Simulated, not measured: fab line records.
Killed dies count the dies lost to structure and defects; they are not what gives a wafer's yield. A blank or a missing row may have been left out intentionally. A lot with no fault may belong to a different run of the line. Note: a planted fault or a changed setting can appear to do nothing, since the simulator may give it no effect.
fab line records | flow nand-harc
record lots=6 | wafers=18 | last-day=33
route steps=1302 shown A_BONDPAD@1217 HYBRID_BOND@1237 THIN_TSV@1244 END@1302
lots that met no fault: taken from a fault-free run of the same line
start-h: start of the lot's first displayed wafer, in hours after the record's first day | wait-h: hours from the lot's prior step to this one | " same as the row above | L1.1+2: several wafers, shown together as one row | - value missing, or start not given | * or withheld: withheld | < > ~ a bound
route shown NAME@n: a module of which the file shows steps, and the number in the route of the first | usual: the fault-free wafers' mean and standard deviation | same: alike in all rows | chamber/n: place in a boat | sites: each site's reading | _std_site: how widely they spread, as a standard deviation | _edge_site: outer sites' mean less inner sites' | radius-mm: for every site, how far away it sits from the centre of the wafer | mask NAME#n: copy n | behind: the last tool/chamber to shape the wafer | hold: reason for holding the lot/hours on hold/outcome of the hold | device: the n, p or np transistor that did not switch | end of line: tests of these same wafers at the route's end | a step with no rows: only its recipe | killed: at the first sort, the dies lost to defects and structure; wafer yield is something else | map: a wafer's dies, x killed, . not, _ none there
set.NAME: setting as actually run; set.NAME@STEP: the setting as run at that earlier step | model.NAME: the simulator's own value behind a step, which no gauge read
lots seen at some steps along the route; tables by step, rows by wafer
services: from which hour (start-h, from the record's first day; less than 0 if before it) a tool's chamber was out of use, for how many hours, and why
## steps
# step NHARC_A_BONDPAD_HARDBAKE_10
# recipe temp-c=118 | time-s=65
# step NHARC_A_BONDPAD_DESCUM_11
# recipe time-s=3 | o2-flow-sccm=200 | ar-flow-sccm=0 | bias-power-w=0 | chemistry=O2
# step NHARC_A_BONDPAD_ETCH_34
# recipe target-depth-a=600 | overetch-a=180 | time-s=65.91 | ion-energy-ev=200 | n2-flow-sccm=150 | h2-flow-sccm=150 | ar-flow-sccm=0 | rf-w=400 | bias-w=150 | chemistry=N2/H2
# step NHARC_A_BONDPAD_ETCH_12
# recipe target-depth-a=2200 | time-s=110 | chf3-flow-sccm=50 | o2-flow-sccm=10 | ar-flow-sccm=200 | rf-w=500 | bias-w=200 | chemistry=CHF3/O2
# step NHARC_A_BONDPAD_CD_MEAS_13
# usual cd-nm=499.1/1.5
lot.wafer | tool      | chamber | start-h | wait-h | cd-nm
L275.1    | cd-sem-01 | -       | 536.49  | -      | 500.9
L275.4    | "         | -       | "       | "      | 501.9
L275.5    | "         | -       | "       | "      | 500.9
L277.2    | cd-sem-01 | -       | 562.02  | -      | 500.4
L277.5    | "         | -       | "       | "      | 499.2
L277.6    | "         | -       | "       | "      | 497.9
L282.1    | cd-sem-02 | -       | 606.55  | -      | 497.3
L282.3    | "         | -       | "       | "      | 499.1
L282.4    | "         | -       | "       | "      | 497.7
L285.2    | cd-sem-01 | -       | 627.00  | -      | 498.4
L285.4    | "         | -       | "       | "      | 499.5
L285.6    | "         | -       | "       | "      | 498.2
L295.1    | cd-sem-02 | -       | 720.66  | -      | 501.5
L295.2    | "         | -       | "       | "      | 497.9
L295.3    | "         | -       | "       | "      | 498.9
L297.4    | cd-sem-02 | -       | 745.58  | -      | 499.8
L297.5    | "         | -       | "       | "      | 497.6
L297.6    | "         | -       | "       | "      | 499.1
# step NHARC_A_BONDPAD_STRIP_15
# recipe o2-flow-sccm=500 | ar-flow-sccm=0 | bias-w=0 | chemistry=O2
# step NHARC_A_BONDPAD_ETCH_24
# recipe target-depth-a=300 | over-etch-frac=0.3 | time-s=72.99 | ion-energy-ev=150 | cf4-flow-sccm=50 | n2-flow-sccm=100 | ar-flow-sccm=150 | rf-w=300 | bias-w=100 | chemistry=CF4/N2
# usual drypump-motor-current-A=5.7/0.49 | n2-flow-sccm=99.99/0.29 | oes-product-au=0.997/0.0089 | rf-vpp-V=313.8/1.5 | showerhead-plenum-p-Torr=2.60/0.078 | throttle-valve-pct=19.796/0.0083
lot.wafer | tool        | chamber | start-h | wait-h | drypump-motor-current-A | n2-flow-sccm | oes-product-au | rf-hours-counter-h | rf-vpp-V | showerhead-plenum-p-Torr | throttle-valve-pct
L275.1    | rie-diel-03 | 0       | -       | -      | 6.0                     | 99.67        | 0.998          | 3                  | 312.8    | 2.58                     | 19.784
L275.4    | "           | 2       | "       | "      | 5.0                     | 99.64        | 1.009          | 2                  | 311.4    | 2.52                     | 19.781
L275.5    | "           | 0       | "       | "      | 6.0                     | 99.83        | 0.998          | -                  | 314.7    | 2.58                     | 19.805
L277.2    | rie-diel-07 | 0       | -       | -      | 6.5                     | 99.88        | 1.004          | 22                 | 316.3    | 2.75                     | 19.797
L277.6    | "           | 2       | "       | "      | 5.9                     | 100.47       | 0.996          | -                  | 312.5    | 2.58                     | 19.804
L277.5    | "           | 3       | "       | "      | 6.1                     | 99.69        | 0.997          | -                  | 314.3    | 2.51                     | 19.797
L282.4    | rie-diel-03 | 2       | -       | -      | 5.0                     | 100.32       | 1.013          | 4                  | 313.2    | 2.52                     | 19.801
L282.1    | "           | 3       | "       | "      | 4.9                     | 99.62        | 0.994          | 4                  | 315.9    | 2.68                     | 19.789
L282.3    | "           | 1       | "       | "      | 5.7                     | 99.66        | 0.985          | 4                  | 314.0    | 2.67                     | 19.790
L285.4    | rie-diel-03 | 3       | -       | -      | 5.0                     | 99.70        | 1.005          | 5                  | 315.6    | 2.68                     | 19.796
L285.2    | "           | 0       | "       | "      | 6.0                     | 99.66        | 0.987          | 5                  | 313.6    | 2.58                     | 19.805
L285.6    | "           | 2       | "       | "      | 5.0                     | 99.53        | 1.008          | -                  | 313.5    | 2.52                     | 19.792
L295.1    | rie-diel-03 | 2       | -       | -      | 5.0                     | 99.69        | 0.990          | 3                  | 311.4    | 2.52                     | 19.788
L295.2    | "           | 3       | "       | "      | 5.0                     | 99.95        | 0.991          | 3                  | 314.1    | 2.67                     | 19.790
L295.3    | "           | 1       | "       | "      | 5.7                     | 100.18       | 0.992          | 3                  | 314.3    | 2.67                     | 19.790
L297.4    | rie-diel-07 | 2       | -       | -      | 5.9                     | 99.38        | 0.990          | 30                 | 313.1    | 2.56                     | 19.792
L297.6    | "           | 2       | "       | "      | 5.9                     | 99.95        | 0.987          | -                  | 313.3    | 2.56                     | 19.808
L297.5    | "           | 3       | "       | "      | 6.1                     | 100.48       | 0.996          | -                  | 311.4    | 2.49                     | 19.810
# step NHARC_A_BONDPAD_STRIP_16
# recipe time-s=600 | temp-c=30 | chemistry=post-etch-residue-remover
# step NHARC_A_BONDPAD_DEGAS_25
# recipe temp-c=300 | time-s=60
# step NHARC_A_BONDPAD_PRE_CLEAN_26
# recipe time-s=30 | temp-c=280 | gas=H2/He
# usual heater-power-w=396/38
lot.wafer | tool           | chamber | start-h | wait-h | heater-power-w
L275.4    | pvd-sputter-02 | -       | -       | -      | 421
L275.1    | "              | -       | "       | "      | 341
L275.5    | "              | -       | "       | "      | 420
L277.2    | pvd-sputter-01 | -       | -       | -      | 394
L277.5    | "              | -       | "       | "      | 399
L277.6    | "              | -       | "       | "      | 432
L282.4    | pvd-sputter-03 | -       | -       | -      | 374
L282.1    | "              | -       | "       | "      | 430
L282.3    | "              | -       | "       | "      | 362
L285.2    | pvd-sputter-02 | -       | -       | -      | 409
L285.4    | "              | -       | "       | "      | 473
L285.6    | "              | -       | "       | "      | 422
L295.1    | pvd-sputter-02 | -       | -       | -      | 451
L295.2    | "              | -       | "       | "      | 416
L295.3    | "              | -       | "       | "      | 334
L297.4    | pvd-sputter-03 | -       | -       | -      | 429
L297.5    | "              | -       | "       | "      | 411
L297.6    | "              | -       | "       | "      | 375
# step NHARC_A_BONDPAD_PVD_17
# recipe target-thk-a=50 | bias-v=168.6 | power-w=15000 | chamber-pressure-pa=0.12 | time-s=8.06 | substrate-temp-c=50 | material=TaN
# step NHARC_A_BONDPAD_PVD_27
# recipe target-thk-a=300 | chamber-pressure-pa=5 | power-w=5000 | substrate-temp-c=30 | time-s=20.49 | material=Cu
# step NHARC_A_BONDPAD_ECD_18
# recipe target-thk-a=4000 | bath-temp-c=25 | material=Cu
lot.wafer  | tool      | chamber | start-h | wait-h
L275.1+4+5 | ecd-cu-01 | 1,0,1   | 537.52  | -
L277.2+6+5 | ecd-cu-02 | 1,1,0   | 563.02  | -
L282.1+3+4 | ecd-cu-01 | 1,0,1   | 607.59  | -
L285.2+4+6 | ecd-cu-01 | 1,0,0   | 628.03  | -
L295.1+2+3 | ecd-cu-01 | 1,0,0   | 721.64  | -
L297.4+5+6 | ecd-cu-01 | 1,1,0   | 746.67  | -
# step NHARC_A_BONDPAD_ANNEAL_28
# recipe temp-c=225 | time-s=90
# step NHARC_A_BONDPAD_CMP_19
# recipe t-overpolish-s=30 | cu-recess-touch-s=16 | target-thk-nm=169.82
# step NHARC_A_BONDPAD_THK_MEAS_20
# recipe thk-meas-gauge=xrf
# usual thk-nm=169.7/1.5
lot.wafer | tool          | chamber | start-h | wait-h | thk-nm
L275.1    | film-metro-02 | -       | 538.53  | -      | 173.2
L275.4    | "             | -       | "       | "      | 172.5
L275.5    | "             | -       | "       | "      | 168.4
L277.2    | film-metro-01 | -       | 564.07  | -      | 170.1
L277.5    | "             | -       | "       | "      | 170.5
L277.6    | "             | -       | "       | "      | 169.1
L282.1    | film-metro-02 | -       | 608.59  | -      | 172.0
L282.3    | "             | -       | "       | "      | 171.6
L282.4    | "             | -       | "       | "      | 169.0
L285.2    | film-metro-02 | -       | 629.03  | -      | 170.3
L285.4    | "             | -       | "       | "      | 168.1
L285.6    | "             | -       | "       | "      | 170.0
L295.1    | film-metro-01 | -       | 722.68  | -      | 167.7
L295.2    | "             | -       | "       | "      | 171.1
L295.3    | "             | -       | "       | "      | 169.8
L297.4    | film-metro-02 | -       | 748.15  | -      | 170.8
L297.5    | "             | -       | "       | "      | 167.7
L297.6    | "             | -       | "       | "      | 169.5
# step NHARC_A_BONDPAD_SRD_21
# recipe time-s=30 | temp-c=23 | dry-time-s=20 | spin-rpm=1500
# step NHARC_HYBRID_BOND_ACTIVATE_00
# recipe time-s=60 | n2-flow-sccm=200 | ar-flow-sccm=0 | bias-power-w=0 | chemistry=N2
# usual drypump-motor-current-A=5.6/0.6 | n2-flow-sccm=200.0/0.6 | oes-product-au=1.000/0.008 | rf-vpp-V=63.9/0.9 | showerhead-plenum-p-Torr=1.71/0.063
lot.wafer | tool        | chamber | start-h | wait-h | drypump-motor-current-A | n2-flow-sccm | oes-product-au | rf-hours-counter-h | rf-vpp-V | showerhead-plenum-p-Torr
L275.4    | rie-diel-12 | 3       | 538.81  | 0.1    | 5.1                     | 201.0        | 0.990          | 8                  | 64.6     | 1.64
L275.1    | "           | 0       | "       | "      | 6.0                     | 199.2        | 0.994          | 8                  | 63.7     | 1.71
L275.5    | "           | 3       | "       | "      | 5.1                     | 200.9        | 0.990          | -                  | 64.0     | 1.64
L277.2    | rie-diel-12 | 0       | 564.34  | 0.1    | 6.0                     | 200.1        | 0.997          | 11                 | 64.6     | 1.71
L277.6    | "           | 0       | "       | "      | 6.0                     | 200.6        | 0.994          | -                  | 62.3     | 1.71
L277.5    | "           | 1       | "       | "      | 6.5                     | 200.6        | 0.989          | -                  | 63.2     | 1.75
L282.1    | rie-diel-04 | 2       | 608.87  | 0.1    | 5.8                     | 200.3        | 1.016          | 25                 | 63.2     | 1.70
L282.3    | "           | 3       | "       | "      | 6.2                     | 199.3        | 0.999          | 24                 | 63.7     | 1.78
L282.4    | "           | 0       | "       | "      | 4.6                     | 200.2        | 1.007          | 24                 | 65.4     | 1.88
L285.2    | rie-diel-10 | 3       | 629.31  | 0.1    | 5.5                     | 201.3        | 1.012          | 6                  | 64.3     | 1.68
L285.4    | "           | 1       | "       | "      | 5.2                     | 199.8        | 1.011          | 8                  | 65.1     | 1.69
L285.6    | "           | 0       | "       | "      | 6.3                     | 200.8        | 1.023          | -                  | 64.4     | 1.75
L295.1    | rie-diel-12 | 3       | 722.95  | 0.1    | 5.1                     | 199.9        | 1.006          | 9                  | 64.4     | 1.63
L295.2    | "           | 0       | "       | "      | 6.0                     | 199.9        | 0.999          | 8                  | 62.3     | 1.71
L295.3    | "           | 1       | "       | "      | 6.6                     | 200.4        | 1.002          | 7                  | 62.6     | 1.74
L297.4    | rie-diel-12 | 1       | 748.45  | 0.1    | 6.6                     | 199.1        | 0.999          | 9                  | 64.4     | 1.74
L297.5    | "           | 2       | "       | "      | 5.2                     | 200.5        | 1.012          | -                  | 63.8     | 1.68
L297.6    | "           | 3       | "       | "      | 5.1                     | 199.6        | 1.012          | -                  | 64.4     | 1.63
# step NHARC_HYBRID_BOND_PRECLEAN_01
# recipe time-s=300 | temp-c=23 | chemistry=DIW
# step NHARC_HYBRID_BOND_SRD_02
# recipe time-s=30 | temp-c=23 | dry-time-s=20 | spin-rpm=1500
# step NHARC_HYBRID_BOND_BOND_03
# recipe temp-c=25
# step NHARC_HYBRID_BOND_ANNEAL_04
# recipe temp-c=300 | time-s=7200 | ramp-up-c-per-min=5 | ramp-down-c-per-min=3 | idle-temp-c=100 | pressure-atm=1
# step NHARC_HYBRID_BOND_OVL_MEAS_05
# usual overlay-x-nm=1/33 | overlay-y-nm=2/32
lot.wafer | tool       | chamber | start-h | wait-h | overlay-x-nm | overlay-y-nm
L275.1    | overlay-02 | -       | 548.23  | 0.4    | -23          | -59
L275.4    | "          | -       | "       | "      | -31          | 8
L275.5    | "          | -       | "       | "      | -24          | -26
L277.2    | overlay-01 | -       | 576.16  | 0.4    | -27          | -28
L277.5    | "          | -       | "       | "      | 50           | -10
L277.6    | "          | -       | "       | "      | 28           | -13
L282.1    | overlay-01 | -       | 620.86  | 0.4    | -9           | -19
L282.3    | "          | -       | "       | "      | 19           | 6
L282.4    | "          | -       | "       | "      | -32          | -40
L285.2    | overlay-02 | -       | 638.70  | 0.4    | -51          | 40
L285.4    | "          | -       | "       | "      | -57          | 43
L285.6    | "          | -       | "       | "      | 6            | -15
L295.1    | overlay-01 | -       | 732.12  | 0.4    | -101         | 47
L295.2    | "          | -       | "       | "      | 3            | 19
L295.3    | "          | -       | "       | "      | 7            | 21
L297.4    | overlay-02 | -       | 761.70  | 0.4    | -3           | -14
L297.5    | "          | -       | "       | "      | -5           | -46
L297.6    | "          | -       | "       | "      | 19           | 35
# step NHARC_THIN_TSV_GRIND_00
# recipe target-thk-um=6
# usual head-pressure-psi=4.000/0.008 | motor-current-A=11.996/0.022
lot.wafer | tool       | chamber | start-h | wait-h | head-pressure-psi | motor-current-A
L275.1    | grinder-01 | 0       | 548.43  | 0.1    | 3.981             | 12.023
L275.4    | "          | 0       | "       | "      | 3.987             | 12.009
L275.5    | "          | 0       | "       | "      | 3.988             | 11.973
L277.2    | grinder-01 | 0       | 577.77  | 1.5    | 3.999             | 12.003
L277.5    | "          | 0       | "       | "      | 4.007             | 11.952
L277.6    | "          | 0       | "       | "      | 4.000             | 11.977
L282.1    | grinder-01 | 0       | 621.07  | 0.1    | 4.002             | 11.970
L282.3    | "          | 0       | "       | "      | 3.997             | 11.966
L282.4    | "          | 0       | "       | "      | 4.008             | 11.974
L285.2    | grinder-01 | 0       | 639.10  | 0.3    | 3.988             | 12.016
L285.4    | "          | 0       | "       | "      | 3.997             | 11.941
L285.6    | "          | 0       | "       | "      | 3.979             | 11.983
L295.1    | grinder-01 | 0       | 732.33  | 0.1    | 4.009             | 11.994
L295.2    | "          | 0       | "       | "      | 4.014             | 12.032
L295.3    | "          | 0       | "       | "      | 3.994             | 12.006
L297.4    | grinder-01 | 0       | 762.50  | 0.7    | 3.994             | 11.995
L297.5    | "          | 0       | "       | "      | 3.995             | 11.991
L297.6    | "          | 0       | "       | "      | 4.003             | 11.993
# step NHARC_THIN_TSV_CMP_01
# recipe target-thk-um=3
# step NHARC_THIN_TSV_THK_MEAS_02
# recipe thk-meas-gauge=ir
# usual thk-nm=3042/200
lot.wafer | tool          | chamber | start-h | wait-h | thk-nm
L275.1    | film-metro-02 | -       | 549.92  | -      | 3268
L275.4    | "             | -       | "       | "      | 3093
L275.5    | "             | -       | "       | "      | 3155
L277.2    | film-metro-02 | -       | 579.07  | 0.2    | 3003
L277.5    | "             | -       | "       | "      | 2912
L277.6    | "             | -       | "       | "      | 3408
L282.1    | film-metro-02 | -       | 622.56  | 0.2    | 3265
L282.3    | "             | -       | "       | "      | 2879
L282.4    | "             | -       | "       | "      | 3134
L285.2    | film-metro-01 | -       | 640.40  | -      | 3288
L285.4    | "             | -       | "       | "      | 3260
L285.6    | "             | -       | "       | "      | 3140
L295.1    | film-metro-01 | -       | 733.81  | -      | 2558
L295.2    | "             | -       | "       | "      | 2813
L295.3    | "             | -       | "       | "      | 2881
L297.4    | film-metro-01 | -       | 763.39  | -      | 3004
L297.5    | "             | -       | "       | "      | 3101
L297.6    | "             | -       | "       | "      | 2885
# step NHARC_THIN_TSV_SRD_03
# step NHARC_THIN_TSV_PRECLEAN_41
# recipe time-s=* | temp-c=50 | bath-age-min=0 | chemistry=SC1
# step NHARC_THIN_TSV_SRD_42
# step NHARC_THIN_TSV_DEP_43
# recipe target-thk-a=13285 | temp-c=withheld | pressure-torr=6.5 | rf-w=900 | teos-flow-sccm=161.4 | flow-sccm=2650 | target-thk-nm=1328.5 | gas=O2 | material=SiO2
# usual throttle-valve-pct=15.9/0.53
lot.wafer | tool     | chamber | start-h | wait-h | throttle-valve-pct
L275.1    | pecvd-02 | 2       | 550.19  | -      | 16.7
L275.4    | "        | 1       | "       | "      | 15.8
L275.5    | "        | 0       | "       | "      | 16.5
L277.2    | pecvd-03 | 0       | 579.34  | -      | 15.7
L277.5    | "        | 0       | "       | "      | 15.3
L277.6    | "        | 1       | "       | "      | 15.5
L282.3    | pecvd-03 | 2       | 622.78  | -      | 16.2
L282.1    | "        | 0       | "       | "      | 15.4
L282.4    | "        | 0       | "       | "      | 15.6
L285.2    | pecvd-02 | 0       | 640.71  | -      | 16.4
L285.6    | "        | 1       | "       | "      | 15.7
L285.4    | "        | 0       | "       | "      | 16.3
L295.1    | pecvd-02 | 2       | 734.04  | -      | 17.0
L295.3    | "        | 0       | "       | "      | 16.5
L295.2    | "        | 1       | "       | "      | 15.9
L297.5    | pecvd-04 | 2       | 763.74  | -      | 16.5
L297.6    | "        | 0       | "       | "      | 15.3
L297.4    | "        | 1       | "       | "      | 16.1
# step NHARC_THIN_TSV_DEHYDRATE_04
# recipe temp-c=150 | time-s=120
# step NHARC_THIN_TSV_HMDS_05
# recipe time-s=30
# step NHARC_THIN_TSV_COAT_06
# recipe spin-rpm=*
# step NHARC_THIN_TSV_SOFTBAKE_07
# recipe temp-c=122 | time-s=95
# step NHARC_THIN_TSV_EBR_08
# step NHARC_THIN_TSV_EXPOSE_09
# recipe na=0.55 | dose-mj=30.7 | mask-id=TSV
# step NHARC_THIN_TSV_PEB_10
# recipe peb-temp-c=118 | peb-time-s=85
# step NHARC_THIN_TSV_DEVELOP_11
# recipe time-s=70
# step NHARC_END_SORT_01
# recipe temp-c=25
# usual defect-limited-yield=92.9/2.4 | killed-at-array=44/16 | killed-at-other=0.6/1.1 | killed-at-periphery=3.9/2.6 | killed-dies=48/16 | killed-open=3.1/1.9 | killed-short=2.4/1.8 | sort_bin_2_pct=2.6/1 | sort_bin_3_pct=0.6/0.39 | sort_bin_4_pct=4.0/1.4 | sort-n-pass=629/16 | sort-rim-yield-pct=89/4.3 | sort-yield-pct=92.9/2.4
# same gross-dies=677 | sort_bin_5_pct[%]=0 | sort_bin_6_pct[%]=0 | sort_bin_7_pct[%]=0 | sort_bin_8_pct[%]=0 | sort-rim-n-gross=106.00
lot.wafer | tool      | chamber | start-h | wait-h | defect-limited-yield[%] | killed-at-array | killed-at-other | killed-at-periphery | killed-dies | killed-open | killed-short | sort_bin_2_pct[%] | sort_bin_3_pct[%] | sort_bin_4_pct[%] | sort-n-pass | sort-rim-yield-pct[%] | sort-yield-pct[%]
L282.1    | prober-01 | 0       | 638.73  | 2.5    | 58.2                    | 280             | 1               | 2                   | 283         | 3           | 6            | 10.5              | 3.2               | 28.1              | 394         | 52                    | 58.2
L282.4    | prober-01 | 0       | 641.16  | 3.4    | 60.9                    | 263             | 0               | 2                   | 265         | 3           | 4            | 13.4              | 1.8               | 23.9              | 412         | 58                    | 60.9
L285.2    | prober-01 | 0       | 657.22  | 2.8    | 62.5                    | 247             | 0               | 7                   | 254         | 3           | 0            | 12.6              | 1.9               | 23.0              | 423         | 55                    | 62.5
L285.4    | prober-01 | 0       | 658.83  | 3.4    | 93.6                    | 35              | 1               | 7                   | 43          | 9           | 2            | 3.1               | 0.3               | 3.0               | 634         | 89                    | 93.6
L285.6    | prober-01 | 0       | 660.43  | 4.0    | 93.1                    | 38              | 1               | 8                   | 47          | 5           | 3            | 2.4               | 0.1               | 4.4               | 630         | 85                    | 93.1
L295.1    | prober-01 | 0       | 751.51  | 2.5    | 95.0                    | 28              | 0               | 6                   | 34          | 4           | 3            | 2.5               | 0.1               | 2.4               | 643         | 92                    | 95.0
# killed by level:class
L282.1 A_BONDPAD:unspecified=246 A_SLIT:chamber-film-flake=17 A_CHANNEL_HOLE_D2:chamber-film-flake=3 A_CONTACT:chamber-film-flake=3 A_ONON_D2:geometric-particle:short=2 A_CHANNEL_HOLE_D1:chamber-film-flake=2 A_STAIRCASE:chamber-film-flake=2 P_CONTACT:geometric-particle:open=1
L282.4 A_BONDPAD:unspecified=222 A_SLIT:chamber-film-flake=18 A_STAIRCASE:chamber-film-flake=8 A_CHANNEL_HOLE_D2:chamber-film-flake=3 A_SGD_CUT:chamber-film-flake=2 P_M0:geometric-particle:open=1 A_ONON_D1:geometric-particle:short=1 A_CHANNEL_HOLE_D1:geometric-particle:open=1
L285.2 A_BONDPAD:unspecified=213 A_SLIT:chamber-film-flake=13 A_CHANNEL_HOLE_D2:chamber-film-flake=9 A_STAIRCASE:chamber-film-flake=5 P_M2:chamber-film-flake=4 A_CHANNEL_HOLE_D1:chamber-film-flake=3 A_CONTACT:chamber-film-flake=2 P_M0:geometric-particle:open=1
L285.4 A_SLIT:chamber-film-flake=16 A_STAIRCASE:chamber-film-flake=3 A_M0:geometric-particle:open=2 A_CHANNEL_HOLE_D2:chamber-film-flake=2 P_M2:chamber-film-flake=2 A_CHANNEL_HOLE_D1:chamber-film-flake=2 A_CONTACT:chamber-film-flake=2 P_STI:geometric-particle:open=1
L285.6 A_SLIT:chamber-film-flake=18 A_CHANNEL_HOLE_D1:chamber-film-flake=6 A_CHANNEL_HOLE_D2:chamber-film-flake=4 A_STAIRCASE:chamber-film-flake=3 P_M0:geometric-particle:open=2 P_M2:chamber-film-flake=2 P_STI:geometric-particle:open=1 P_STI:geometric-particle:short=1
L295.1 A_SLIT:chamber-film-flake=12 A_STAIRCASE:chamber-film-flake=4 A_CONTACT:chamber-film-flake=4 P_M2:chamber-film-flake=3 A_CHANNEL_HOLE_D1:chamber-film-flake=3 P_CONTACT:geometric-particle:open=1 P_M2:geometric-particle:short=1 A_CHANNEL_HOLE_D1:geometric-particle:short=1
# map L282.1 (x killed, . not)
____________x____________
_________...x..x_________
_______.x..x.xx.x._______
______x.xx..xxx..x.______
_____x...xx..xxx.x.._____
____.x............xx.____
____xxxx...xx..x..x..____
___........x......xxx.___
___.xxx..xxx.x...x.x..___
__..xxx..xxx.xx.xx.x...__
__x.....x.....x.....xx.__
_.....xx.....x.x.x....xx_
_...xxxx.xx.x.x...x.x..x_
_xx.x.x.x.xx.x.....x.x.x_
_.x...xx....xx...x.x..xx_
_..xx.......x..x....x..x_
.xx...x.xx............x..
x.x.x..x..x...x...x...xx.
..xxx...xx.....x....xx.xx
.xx.x..x..xx.x.xxxxx..x..
.x.x..xxxxx...x.....x...x
_.xxx...x.x....xx.x...xx_
_..xx.x..x..xxxx.xx.x.x._
_x...x..x.....x.xxx..x.x_
_xxx..xx..xxxx.x.x.xx..._
_..x........xx.xx.x..xxx_
__xx.xx..xxx.x...x...xx__
__x...xxx.....xxx.xx..x__
___xx....x...x..xxx..x___
___...x...xxx.x..xx.xx___
____x.....xx...x..x..____
____......x.x..xx..x.____
_____x....xx...x..x._____
______.xx.xxxx..x.x______
_______x..xxxxxx.x_______
_________xxxx.xx_________
____________x____________
# map L285.2 (x killed, . not)
____________.____________
_________xx.x..._________
_______.xx.x......_______
______xxxx........x______
_____x.x.x..x.....x._____
____x..x.x.xxx.x..x..____
____.x...x..xxxx.x...____
___x.......xx.xxx.x...___
___.xx.x...x...x...x.x___
__x...........x...x.x.x__
__..xxx......x..x.x.xxx__
_xxxx....x.xxx.x..x..x.x_
_.x........xx..x..xxx.xx_
_.....x.x....x....xx.x.x_
_..x.x.......x.......x.x_
_..x..xxx.xxx...x.x..x.._
.x.x.x.xx.......x.x.....x
.x...x...x..x....xxxx.x.x
xx.x....x..xxx..x.x...x.x
..xx.xxx...x..xx.x......x
x...x..x..x...x.x.x..x...
_xxx.x....x.....xx..x..x_
_..xx..xxx...x....x....x_
_x.x..x.x..x...x.x......_
_..xx..x...........xxxx._
_......x......xx.x.xx..._
__x.xx..x..xx.xx.......__
__xxx..x.....x..xx.xx..__
___x.xxx.x....xxx..xx.___
___..xx...x..........x___
____.x...x.xx...x....____
____.x...xxx..x..xx..____
_____x....xxxx......_____
______xxx.xx.xxx...______
_______xx.xxx.x.x._______
_________.xxxx.._________
____________x____________
## services
tool           | chamber | start-h | hours | kind
pvd-sputter-03 | -       | 526.06  | 10.0  | pm
rie-diel-04    | -       | 532.41  | 9.0   | pm
pvd-sputter-02 | -       | 544.66  | 4.3   | repair
pecvd-03       | -       | 548.02  | 13.0  | pm
rie-diel-07    | -       | 550.42  | 0.9   | repair
rie-diel-07    | 0       | 562.55  | 12.0  | repair
pecvd-02       | -       | 589.14  | 13.0  | pm
rie-diel-12    | 3       | 601.11  | 15.8  | repair
rie-diel-12    | -       | 622.40  | 9.0   | pm
rie-diel-03    | -       | 635.31  | 9.0   | pm
pvd-sputter-02 | -       | 638.06  | 10.0  | pm
grinder-01     | -       | 645.71  | 1.5   | repair
rie-diel-07    | -       | 648.23  | 9.0   | pm
pecvd-03       | 1       | 655.94  | 8.7   | repair
grinder-01     | -       | 665.31  | 0.5   | repair
pvd-sputter-03 | -       | 675.07  | 9.9   | repair
ecd-cu-01      | -       | 688.00  | 8.0   | pm
pvd-sputter-03 | -       | 704.06  | 10.0  | pm
pvd-sputter-02 | -       | 713.26  | 3.9   | repair
pecvd-02       | 1       | 716.19  | 2.3   | repair
pecvd-03       | -       | 724.37  | 0.6   | repair
pecvd-03       | -       | 729.02  | 13.0  | pm
grinder-01     | -       | 736.00  | 8.0   | pm
rie-diel-07    | 0       | 759.73  | 21.2  | repair
## key
first-sign step=NHARC_END_SORT_01 | reading=killed-at-array | direction=up | sigmas=14 | usual=44 | struck=263
effect step=NHARC_END_SORT_01 | reading=defect-limited-yield | direction=down | sigmas=13 | usual=92.9 | struck=60.5
more-kills-born-at NHARC_A_BONDPAD_ECD_18@ecd-cu-01=681
met-at NHARC_A_BONDPAD_ECD_18
struck-wafers L282.1,L282.4,L285.2
onset-between 537.52 607.59
fault kind=chamber-particle-source | tool=ecd-cu-01 | chamber=1 | onset-h=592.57 | steps=NHARC_A_BONDPAD_ECD_18 | rate-per-visit-cm2=0.45192 | end-h=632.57
